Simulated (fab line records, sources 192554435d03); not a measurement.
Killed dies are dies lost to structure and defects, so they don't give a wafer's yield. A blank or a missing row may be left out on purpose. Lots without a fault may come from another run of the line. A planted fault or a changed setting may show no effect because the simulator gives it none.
Split-lot experiment | flow n5_finfet | 7 lots, 21 wafers read, on a route of 1938 steps

THE SPLIT
At N5_MOL_CONTACT_COAG_EXPOSE_81 (exposes mask VG, defocus 0 nm), the setting dose_mj was moved away from the recipe's 59.5 on 7 of the 21 wafers read, by -4.2% to +6.3%. The other wafers ran this setting at the recipe's value.

FROM THE SPLIT TO THE READING: what the file shows between them, 5 steps
- N5_MOL_CONTACT_COAG_PEB_82: peb time 60 s
- N5_MOL_CONTACT_COAG_DEVELOP_83: develop time 30 s
- N5_MOL_CONTACT_COAG_CD_MEAS_84: target cd 25.1 nm
- N5_MOL_CONTACT_COAG_PRECLEAN_144: cleans in alkaline clean, time 60 s
- N5_MOL_CONTACT_COAG_SRD_145: time 30 s

THE READING
cd_nm, in nm, at N5_MOL_CONTACT_COAG_CD_MEAS_137 (target cd 16 nm). Fault-free wafers of this fab line usually give 16.0 nm, standard deviation 0.31 nm.

wafer  | tool, chamber at the split | dose_mj as run | against the recipe | cd_nm, nm | against lot-mates on the recipe
L074.2 | euv_scanner-01, 0          | 59.5           | recipe             | 15.9      | -
L074.3 | euv_scanner-01, 0          | 59.5           | recipe             | 16.0      | -
L074.4 | euv_scanner-01, 0          | 60.94          | +2.4%              | 16.9      | +0.9
L075.3 | euv_scanner-02, 0          | 63.25          | +6.3%              | 17.0      | +1.3
L075.4 | euv_scanner-02, 0          | 59.5           | recipe             | 15.5      | -
L075.5 | euv_scanner-02, 0          | 59.5           | recipe             | 15.9      | -
L076.2 | euv_scanner-01, 0          | 56.99          | -4.2%              | 14.9      | -0.7
L076.5 | euv_scanner-01, 0          | 59.5           | recipe             | 15.6      | -
L076.6 | euv_scanner-01, 0          | 56.99          | -4.2%              | 14.6      | -1.0
L087.1 | euv_scanner-02, 0          | 62.62          | +5.2%              | 17.3      | +1.5
L087.2 | euv_scanner-02, 0          | 59.5           | recipe             | 16.1      | -
L087.4 | euv_scanner-02, 0          | 59.5           | recipe             | 15.5      | -
L093.2 | euv_scanner-02, 0          | 59.5           | recipe             | 16.1      | -
L093.3 | euv_scanner-02, 0          | 59.5           | recipe             | 16.0      | -
L093.4 | euv_scanner-02, 0          | 59.5           | recipe             | 15.7      | -
L094.1 | euv_scanner-01, 0          | 59.5           | recipe             | 15.9      | -
L094.2 | euv_scanner-01, 0          | 57.08          | -4.1%              | 15.2      | -0.7
L094.5 | euv_scanner-01, 0          | 57.08          | -4.1%              | 15.4      | -0.5
L095.3 | euv_scanner-01, 0          | 59.5           | recipe             | 15.7      | -
L095.4 | euv_scanner-01, 0          | 59.5           | recipe             | 15.8      | -
L095.5 | euv_scanner-01, 0          | 59.5           | recipe             | 15.8      | -

THE FIT
A straight line over all 21 wafers: cd_nm changes by +0.22 nm for each +1% of dose_mj; r = +0.92; the points scatter about the line by 0.26 nm.
The same after taking each lot's own level away (the mean of its wafers on the recipe; 21 wafers): +0.216 nm for each +1%; r = +0.94; scatter 0.21 nm.
On that fit, the largest move of dose_mj shifts the reading by 1.4 nm.
The lots' own levels span 15.60 to 15.95 nm, that is 1.1 times the standard deviation above.
So the lot-to-lot level changes the slope little: the two slopes agree.
Check: with one of the wafers moved furthest among these (+6.3%) left out of the fit, the line predicts +1.49 nm for it against its lot-mates. It came out at +1.3 nm against them.

OTHER SPLITS ON THESE WAFERS
These wafers also went through other splits before the reading. Each is held against what the fit with the lots' levels taken away leaves over:
other split on the same wafers | wafers away from the commonest value | r with cd_nm (lot level and that fit taken away)
N5_SD_EPI_N_EPI_21 temp_c      | 10                                   | +0.10
N5_SDB_COAT_05 spin_rpm        | 5                                    | +0.07
N5_HKMG_FIN_ETCH_58 source_w   | 9                                    | -0.04
N5_HKMG_FIN_COAT_66 spin_rpm   | 7                                    | +0.40

THE WHOLE CHAIN: every reading that the file lists as answering this split, in the file's order
step                            | what it does      | reading | change (the file's fit)               | r (the file's)
N5_MOL_CONTACT_COAG_CD_MEAS_84  | target cd 25.1 nm | cd_nm   | +0.206 nm for each +1% of the setting | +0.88
N5_MOL_CONTACT_COAG_CD_MEAS_137 | target cd 16 nm   | cd_nm   | +0.223 nm for each +1% of the setting | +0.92

THE FILE'S OWN FIT
cd_nm changes by +0.223 nm for each +1% of dose_mj, r = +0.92.
